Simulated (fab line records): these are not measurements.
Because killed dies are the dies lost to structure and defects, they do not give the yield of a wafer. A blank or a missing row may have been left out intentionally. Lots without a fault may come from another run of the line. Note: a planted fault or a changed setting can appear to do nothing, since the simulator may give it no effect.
Chamber matching ; flow n5Finfet ; N5_BEOL_M2_DEP_57 on pecvd-02 has 3 sister chambers
The step deposits SiCN from 3MS/NH3, target thk 8 nm, time 14 s. 20 wafers are shown with their chamber, then 10 later ones without.

WAFERS PAIRED WITH THEIR CHAMBERS
wafer;chamber;throttleValvePct (%);showerheadPlenumPTorr (Torr);chamberPressureTorr (Torr)
L074.1;0;9.1;3.665;2.996
L074.3;2;8.4;3.658;2.988
L074.4;2;8.4;3.661;2.996
L076.4;1;10.2;3.664;2.992
L076.5;2;8.3;3.674;2.994
L076.6;0;9.0;3.659;2.999
L078.1;0;9.3;3.652;3.004
L078.2;2;8.3;3.665;3.002
L078.3;1;9.9;3.659;2.997
L079.2;1;10.1;3.643;3.003
L079.4;0;9.1;3.651;2.992
L079.5;1;9.7;3.647;3.004
L080.1;2;8.4;3.655;2.996
L080.4;0;9.4;3.656;3.007
L080.5;1;9.8;3.665;2.982
L083.3;0;9.1;3.665;2.998
L083.5;1;10.1;3.645;3.005
L083.6;0;9.1;3.651;2.997
L090.2;1;9.7;3.657;2.997
L090.3;2;8.3;3.665;3.005

SIGNATURES, as means of the wafers listed above
reading;chamber 0;chamber 1;chamber 2;scatter within a chamber
throttleValvePct;9.157;9.929;8.350;0.151
showerheadPlenumPTorr;3.65700;3.65429;3.66300;0.0075
chamberPressureTorr;2.99900;2.99714;2.99683;0.00656
Rule: for each reading, subtract the chamber's mean from the wafer's reading, divide by that reading's scatter and square the result; add these up over the readings and take the root, which gives the wafer's distance from the chamber. The wafer belongs to the nearest chamber; if the next one is less than 2 further off, it can't be placed. How the scatter is found: for the shown wafers, subtract from each reading the mean of its chamber, square and add these, divide the total by (wafers less chambers), then take the root.

WAFERS WITHOUT THEIR CHAMBER
wafer;throttleValvePct (%);showerheadPlenumPTorr (Torr);chamberPressureTorr (Torr)
L090.5;9.9;3.654;2.992
L093.2;8.2;3.659;3.011
L093.5;9.3;3.654;3.002
L093.6;10.2;3.656;3.003
L095.1;9.5;3.658;2.991
L095.2;8.5;3.661;3.006
L095.3;10.1;3.654;2.995
L096.3;8.5;3.665;3.005
L096.5;8.3;3.667;3.008
L096.6;9.3;3.662;2.996

WHICH CHAMBER EACH ONE RAN IN
wafer;from the rows above;in truth
L090.5;1;1
L093.2;2;2
L093.5;0;0
L093.6;1;1
L095.1;can't be placed: 0 or 1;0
L095.2;2;2
L095.3;1;1
L096.3;2;2
L096.5;2;2
L096.6;0;0
Correctly placed: 9 of 10. Unplaceable from these rows: 1, with the true chamber sitting among the candidates in 1. Number placed wrongly: 0.
